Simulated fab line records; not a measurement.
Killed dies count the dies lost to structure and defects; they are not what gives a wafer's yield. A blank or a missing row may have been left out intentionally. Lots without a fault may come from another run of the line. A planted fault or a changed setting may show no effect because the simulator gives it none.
fab line records	flow nand-harc
record: lots: 14	wafers: 40	last-day: 24
route steps=1159 shown A_CHANNEL_FILL_D1@494 END@1159
lots that met no fault: taken from a fault-free run of the same line
start-h: the number of hours between the record's first day and the start of the first shown wafer of the lot	wait-h: time in hours since the lot's previous step	" repeats the value in the row above	L1.1+2: one row covering several wafers at once	- either no value or no given start	* or withheld: withheld	< > ~ a bound
route shown NAME@n: NAME is a module with steps in the file, n the number in the route of the first one	usual: mean/standard deviation of fault-free wafers	same: alike in all rows	chamber/n: place in a boat	sites: per-site readings	_std_site: their standard deviation	_edge_site: inner sites' mean taken away from outer sites' mean	radius-mm: for every site, how far away it sits from the centre of the wafer	mask NAME#n: copy n	behind: the last tool/chamber to shape the wafer	hold: the reason the lot was held/the length of the hold in hours/how it ended	device: whichever transistor did not switch (one of n, p or np)	end of line: at the end of the route, the tests of the same wafers	for a step that has no rows: nothing shown but its recipe	killed: count of dies lost to structure and defects at first sort (not the wafer's yield)	map: per-die view of a wafer (x killed, . not killed, _ where there is no die)
set.NAME: the setting the step ran with; set.NAME@STEP: the setting that earlier step ran with	model.NAME: the simulator's own value behind a step, which no gauge read
the route's steps for a sample of lots (tables are steps, rows are wafers)
services: a tool's chamber out of use, with start hour (start-h, from the record's first day; less than 0 if before it), hours out, and reason
== steps ==
step: NHARC_A_CHANNEL_FILL_D1_ALD_14
recipe: target-thk-a: 25	pulse-time-s: 10	ald-cycles: 25	temp-c: 300	material: SiO2
usual: heater-power-w: 453/38	precursor-pulse-height-rel: 1.000/0.019
lot.wafer	tool	chamber	start-h	wait-h	heater-power-w	precursor-pulse-height-rel
L374.1	ald-hk-02	0	183.90	0.0	487	0.994
L374.3	"	1	"	"	429	0.978
L374.4	"	2	"	"	481	1.038
L375.3	ald-hk-03	0	188.00	0.1	466	0.989
L375.4	"	1	"	"	494	1.031
L375.5	"	0	"	"	470	1.002
L377.4	ald-hk-02	1	206.40	0.0	427	1.002
L377.2	"	2	"	"	498	0.991
L377.1	"	3	"	"	471	0.972
L378.1	ald-hk-02	3	206.65	0.3	485	1.029
L378.3	"	1	"	"	426	0.983
L378.6	"	3	"	"	467	0.990
L379.1	ald-hk-03	2	219.34	0.1	495	0.999
L379.3	"	3	"	"	364	0.992
L379.5	"	1	"	"	482	0.999
L380.4	ald-hk-04	0	224.13	0.1	440	1.006
L380.1	"	1	"	"	408	0.994
L380.5	"	0	"	"	431	0.983
L383.2	ald-hk-04	0	238.41	0.3	452	1.024
L383.1	"	1	"	"	412	1.051
L383.5	"	0	"	"	434	1.028
L384.4	ald-hk-02	3	243.64	0.3	472	1.014
L384.3	"	1	"	"	433	1.033
L384.5	"	3	"	"	462	1.010
L386.3	ald-hk-04	2	264.66	0.0	414	1.015
L386.1	"	3	"	"	453	1.010
L386.5	"	3	"	"	464	0.966
L389.4	ald-hk-02	3	273.26	0.5	459	1.022
L389.6	"	3	"	"	461	0.980
L391.1	ald-hk-04	3	290.73	0.1	462	1.007
L391.2	"	0	"	"	435	0.981
L391.6	"	1	"	"	403	1.008
L392.2	ald-hk-03	3	294.88	0.1	366	1.001
L392.6	"	3	"	"	367	1.008
L394.4	ald-hk-02	2	305.20	0.0	501	1.023
L394.2	"	0	"	"	499	1.018
L394.6	"	2	"	"	492	0.948
L397.2	ald-hk-04	1	315.34	0.1	418	1.005
L397.1	"	3	"	"	460	0.999
L397.5	"	0	"	"	450	0.998
step: NHARC_A_CHANNEL_FILL_D1_ALD_15
recipe: target-thk-a: 20	pulse-time-s: 60	ald-cycles: 19	temp-c: 630	pressure-torr: 2	material: SiNx
usual: precursor-pulse-height-rel: 1.001/0.019
lot.wafer	tool	chamber	start-h	wait-h	precursor-pulse-height-rel
L374.1	ald-sin-batch-03	0	-	-	1.027
L374.3	"	0	"	"	0.978
L374.4	"	0	"	"	1.007
L375.3	ald-sin-batch-01	0	-	-	0.969
L375.4	"	0	"	"	1.008
L375.5	"	0	"	"	1.016
L377.1	ald-sin-batch-03	0	-	-	1.008
L377.2	"	0	"	"	0.978
L377.4	"	0	"	"	0.985
L378.1	ald-sin-batch-03	0	-	-	1.017
L378.3	"	0	"	"	0.992
L378.6	"	0	"	"	1.004
L379.1	ald-sin-batch-01	0	-	-	1.012
L379.3	"	0	"	"	0.997
L379.5	"	0	"	"	1.019
L380.1	ald-sin-batch-02	0	-	-	0.984
L380.4	"	0	"	"	1.006
L380.5	"	0	"	"	1.020
L383.1	ald-sin-batch-02	0	-	-	0.967
L383.2	"	0	"	"	1.038
L383.5	"	0	"	"	1.026
L384.3	ald-sin-batch-03	0	-	-	0.980
L384.4	"	0	"	"	0.983
L384.5	"	0	"	"	0.958
L386.1	ald-sin-batch-02	0	-	-	0.983
L386.3	"	0	"	"	0.980
L386.5	"	0	"	"	1.001
L389.4	ald-sin-batch-02	0	-	-	0.985
L389.6	"	0	"	"	1.034
L391.1	ald-sin-batch-01	0	-	-	1.035
L391.2	"	0	"	"	0.980
L391.6	"	0	"	"	1.008
L392.2	ald-sin-batch-03	0	-	-	1.015
L392.6	"	0	"	"	1.022
L394.2	ald-sin-batch-01	0	-	-	1.017
L394.4	"	0	"	"	0.998
L394.6	"	0	"	"	0.990
L397.1	ald-sin-batch-02	0	-	-	1.019
L397.2	"	0	"	"	1.019
L397.5	"	0	"	"	0.995
step: NHARC_A_CHANNEL_FILL_D1_ETCHBACK_20
recipe: target-depth-a: 270	time-s: 13.5	c4f8-flow-sccm: withheld	o2-flow-sccm: 8	ar-flow-sccm: withheld	rf-w: 600	bias-w: 1500	chemistry: C4F8/O2/Ar
usual: oes-product-au: 0.98/0.034	rf-vpp-V: 977/5.6	run-length-s: 34.8/0.44
lot.wafer	tool	chamber	start-h	wait-h	oes-product-au	rf-hours-counter-h	rf-vpp-V	run-length-s
L374.1	rie-diel-01	0	200.95	-	1.01	1	985	34.9
L374.4	"	1	"	"	1.01	1	974	34.5
L374.3	"	2	"	"	0.99	1	980	34.6
L375.3	rie-diel-01	2	208.52	-	1.00	1	979	34.6
L375.4	"	1	"	"	1.00	1	974	34.6
L375.5	"	3	"	"	0.99	-	971	35.1
L377.2	rie-diel-05	3	224.28	-	0.97	10	984	33.8
L377.4	"	0	"	"	0.97	11	971	34.3
L377.1	"	1	"	"	0.96	10	971	34.0
L378.3	rie-diel-01	3	224.30	-	1.00	1	969	34.6
L378.1	"	2	"	"	0.99	2	980	34.8
L378.6	"	3	"	"	0.99	-	971	35.0
L379.3	rie-diel-01	0	236.43	-	1.01	2	983	34.8
L379.1	"	2	"	"	0.98	2	978	34.8
L379.5	"	0	"	"	1.01	-	984	35.0
L380.1	rie-diel-01	0	243.62	-	1.01	2	983	34.8
L380.5	"	0	"	"	1.01	-	984	34.9
L380.4	"	3	"	"	0.99	-	972	34.8
L383.2	rie-diel-01	2	255.19	-	0.99	3	979	34.7
L383.1	"	0	"	"	1.01	2	983	34.8
L383.5	"	2	"	"	0.99	-	979	34.9
L384.3	rie-diel-03	0	261.46	-	1.01	2	975	34.6
L384.4	"	1	"	"	0.99	2	982	35.3
L384.5	"	0	"	"	1.01	-	975	34.5
L386.1	rie-diel-03	0	281.65	-	1.01	2	974	35.1
L386.3	"	1	"	"	0.99	2	983	35.9
L386.5	"	2	"	"	0.99	-	971	34.4
L389.4	rie-diel-01	2	290.94	-	1.01	3	979	34.9
L389.6	"	2	"	"	1.01	-	979	27.1
L391.2	rie-diel-01	2	308.54	-	0.93	4	980	34.7
L391.1	"	3	"	"	0.93	3	971	27.1
L391.6	"	3	"	"	0.92	-	969	27.0
L392.2	rie-diel-01	0	312.20	-	1.00	3	985	34.5
L392.6	"	3	"	"	1.00	-	971	26.9
L394.2	rie-diel-05	3	322.10	-	0.91	31	984	33.8
L394.4	"	1	"	"	0.92	32	970	33.6
L394.6	"	2	"	"	0.93	-	972	34.8
L397.2	rie-diel-03	1	332.39	-	0.94	5	984	35.4
L397.1	"	3	"	"	0.93	4	982	34.6
L397.5	"	3	"	"	0.92	-	982	34.4
step: NHARC_A_CHANNEL_FILL_D1_ALD_25
recipe: target-thk-a: 600	pulse-time-s: 10	ald-cycles: 600	temp-c: 300	material: SiOx
usual: heater-power-w: 455/38	precursor-pulse-height-rel: 1.001/0.018
lot.wafer	tool	chamber	start-h	wait-h	heater-power-w	precursor-pulse-height-rel
L374.4	ald-hk-04	3	212.78	0.1	459	1.001
L374.1	"	0	"	"	425	1.025
L374.3	"	1	"	"	407	0.998
L375.3	ald-hk-02	3	223.41	0.1	469	1.005
L375.4	"	0	"	"	492	1.002
L375.5	"	0	226.54	3.2	493	0.994
L377.4	ald-hk-03	3	236.17	0.0	374	1.007
L377.2	"	1	237.41	1.3	480	0.965
L377.1	"	2	"	"	485	1.015
L378.1	ald-hk-02	0	236.78	0.7	478	0.989
L378.3	"	1	"	"	426	1.004
L378.6	"	3	238.61	2.5	460	0.989
L379.3	ald-hk-04	0	248.26	0.1	430	1.011
L379.1	"	1	"	"	394	0.996
L379.5	"	0	250.71	2.5	437	0.998
L380.4	ald-hk-02	3	255.69	0.0	464	1.012
L380.1	"	2	257.55	1.9	490	0.999
L380.5	"	0	258.80	3.2	487	1.001
L383.2	ald-hk-04	1	266.83	0.1	411	0.990
L383.1	"	0	268.66	1.9	439	1.011
L383.5	"	2	269.89	3.1	414	0.996
L384.3	ald-hk-02	2	274.10	0.8	505	0.983
L384.4	"	0	275.34	2.1	490	0.991
L384.5	"	2	276.57	3.3	498	0.975
L386.1	ald-hk-02	3	293.70	0.1	474	1.016
L386.3	"	0	294.93	1.3	506	1.061
L386.5	"	0	299.86	6.2	510	0.997
L389.4	ald-hk-03	2	304.46	1.9	491	0.992
L389.6	"	3	"	"	370	0.979
L391.2	ald-hk-03	1	320.87	0.1	486	1.005
L391.1	"	0	322.73	1.9	473	0.980
L391.6	"	2	323.97	3.1	490	1.007
L392.2	ald-hk-02	1	326.43	2.2	471	1.018
L392.6	"	3	327.65	3.4	469	1.011
L394.4	ald-hk-02	3	333.94	0.0	468	1.012
L394.2	"	1	335.20	1.3	474	1.024
L394.6	"	3	336.45	2.6	465	1.001
L397.1	ald-hk-04	1	344.87	0.7	397	0.996
L397.2	"	2	"	"	405	1.016
L397.5	"	1	347.34	3.2	408	0.980
step: NHARC_END_SORT_01
recipe: temp-c: 25
usual: killed-at-array: 27/11	killed-at-other: 0.6/0.89	killed-at-periphery: 3.0/2.4	killed-dies: 31/12	killed-open: 3.2/1.6	killed-short: 2.0/1.5
same: gross-dies: 677
lot.wafer	tool	chamber	start-h	wait-h	killed-at-array	killed-at-other	killed-at-periphery	killed-dies	killed-open	killed-short
L389.4	prober-02	0	519.34	3.4	30	0	0	30	5	1
L389.6	prober-02	0	520.96	4.0	673	1	3	677	2	4
L392.2	prober-01	0	535.28	2.8	25	0	4	29	4	1
L392.6	prober-01	0	538.51	4.0	666	1	10	677	2	5
L391.1	prober-02	0	547.69	2.5	673	1	3	677	3	1
L391.2	prober-02	0	548.51	2.8	12	1	3	16	4	5
L391.6	prober-02	0	551.75	4.1	676	1	0	677	3	1
killed by level:class
L389.4 A_CHANNEL_HOLE_D1:chamber-film-flake=14 A_STAIRCASE:chamber-film-flake=7 A_CONTACT:geometric-particle:open=3 A_CONTACT:chamber-film-flake=2 A_ONON_D1:geometric-particle:open=1 A_WL_FILL:geometric-particle:short=1 A_M0:geometric-particle:open=1 A_SLIT:chamber-film-flake=1
L389.6 A_CHANNEL_FILL_D1:area-etchback=651 A_CHANNEL_HOLE_D1:chamber-film-flake=15 P_CONTACT:geometric-particle:short=2 A_CONTACT:geometric-particle:open=2 A_STAIRCASE:chamber-film-flake=2 A_CONTACT:chamber-film-flake=2 P_M0:geometric-particle:short=1 STARTING-WAFER:geometric-particle:short=1
L392.2 A_SLIT:chamber-film-flake=9 A_CONTACT:chamber-film-flake=6 P_STI:chamber-film-flake=2 A_CHANNEL_HOLE_D1:chamber-film-flake=2 A_CHANNEL_FILL_D1:chamber-film-flake=2 A_STAIRCASE:chamber-film-flake=2 P_CONTACT:geometric-particle:open=1 A_ONON_D1:geometric-particle:open=1
L392.6 A_CHANNEL_FILL_D1:area-etchback=625 A_SLIT:chamber-film-flake=16 A_CHANNEL_HOLE_D1:chamber-film-flake=9 A_CONTACT:chamber-film-flake=5 P_M2:chamber-film-flake=4 A_ONON_D1:geometric-particle:short=3 A_CHANNEL_FILL_D1:chamber-film-flake=3 A_STAIRCASE:chamber-film-flake=3
L391.1 A_CHANNEL_FILL_D1:area-etchback=662 P_BONDPAD:chamber-film-flake=3 A_CONTACT:chamber-film-flake=3 A_CHANNEL_HOLE_D1:chamber-film-flake=2 A_WL_FILL:geometric-particle:short=1 A_WL_FILL:geometric-particle:open=1 A_CONTACT:geometric-particle:open=1 A_M1:geometric-particle:open=1
L391.2 A_CHANNEL_HOLE_D1:chamber-film-flake=5 P_CONTACT:geometric-particle:open=1 P_M0:geometric-particle:short=1 P_M1:geometric-particle:open=1 A_ONON_D1:geometric-particle:short=1 A_WL_FILL:geometric-particle:short=1 A_CONTACT:geometric-particle:open=1 A_CONTACT:geometric-particle:short=1
L391.6 A_CHANNEL_FILL_D1:area-etchback=663 A_CHANNEL_HOLE_D1:chamber-film-flake=4 A_STAIRCASE:chamber-film-flake=3 A_WL_FILL:geometric-particle:open=2 A_CONTACT:chamber-film-flake=2 A_WL_FILL:geometric-particle:short=1 STARTING-WAFER:geometric-particle:open=1 A_SGD_CUT:chamber-film-flake=1
== services ==
tool	chamber	start-h	hours	kind
rie-diel-05	-	160.11	0.2	repair
rie-diel-05	-	163.60	9.0	pm
ald-hk-04	-	186.00	10.0	pm
rie-diel-03	0	196.98	9.2	repair
rie-diel-05	2	214.35	2.3	repair
rie-diel-03	-	215.30	9.0	pm
rie-diel-05	2	226.33	2.6	repair
rie-diel-03	3	231.43	2.8	repair
ald-hk-02	-	247.75	0.5	repair
rie-diel-03	3	275.36	20.5	repair
ald-hk-02	0	282.45	10.0	vent-cycle
ald-hk-02	1	282.45	10.0	vent-cycle
ald-hk-02	3	282.45	10.0	vent-cycle
ald-hk-02	0	292.45	-	clean
ald-hk-02	1	292.45	-	clean
ald-hk-02	2	292.45	-	clean
ald-hk-02	3	292.45	-	clean
rie-diel-03	2	313.11	21.0	repair
rie-diel-01	-	314.80	9.0	pm
ald-sin-batch-03	-	315.26	26.0	pm
rie-diel-03	0	326.91	2.7	repair
rie-diel-05	-	329.08	0.7	repair
rie-diel-05	1	333.81	8.6	repair
rie-diel-05	-	340.60	9.0	pm
== key ==
first-sign: step: NHARC_A_CHANNEL_FILL_D1_ETCHBACK_20	reading: run-length-s	direction: down	sigmas: 18	usual: *	struck: *
effect: step: NHARC_END_SORT_01	reading: killed-at-array	direction: up	sigmas: 59	usual: 27	struck: 672
more-kills-born-at: NHARC_A_CHANNEL_FILL_D1_ETCHBACK_20@rie-diel-01: 2601
met-at NHARC_A_CHANNEL_FILL_D1_ETCHBACK_20
struck-lots L389,L391,L392
struck-wafers L389.6,L391.1,L391.6,L392.6
later-rows-left-out L389.6,L391.1,L391.6,L392.6
tester-left-out L389,L391,L392
not-acting-at NHARC_A_CHANNEL_FILL_D1_ALD_14,NHARC_A_CHANNEL_FILL_D1_ALD_15,NHARC_A_CHANNEL_FILL_D1_ALD_25
onset-between 255.19 290.94
fault: kind: process-parameter-drift	tool: rie-diel-01	chamber: -	onset-h: 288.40	steps: NHARC_A_CHANNEL_FILL_D1_ETCHBACK_20	channel: time-s	offset: *	shape: step	end-h: 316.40	scope: struck-wafers-only	acts-in: *	stated: *
tester-left-out: of these lots the tester's yield and bins aren't shown, on N5 and GAA mostly nor the transistor test; their killed dies are dies lost to structure and defects alone, not to doping, threshold or leakage, so they don't give the yield
later-rows-left-out: the simulator's readings of these wafers behind a module that went badly wrong aren't trusted and aren't shown, but for the sort
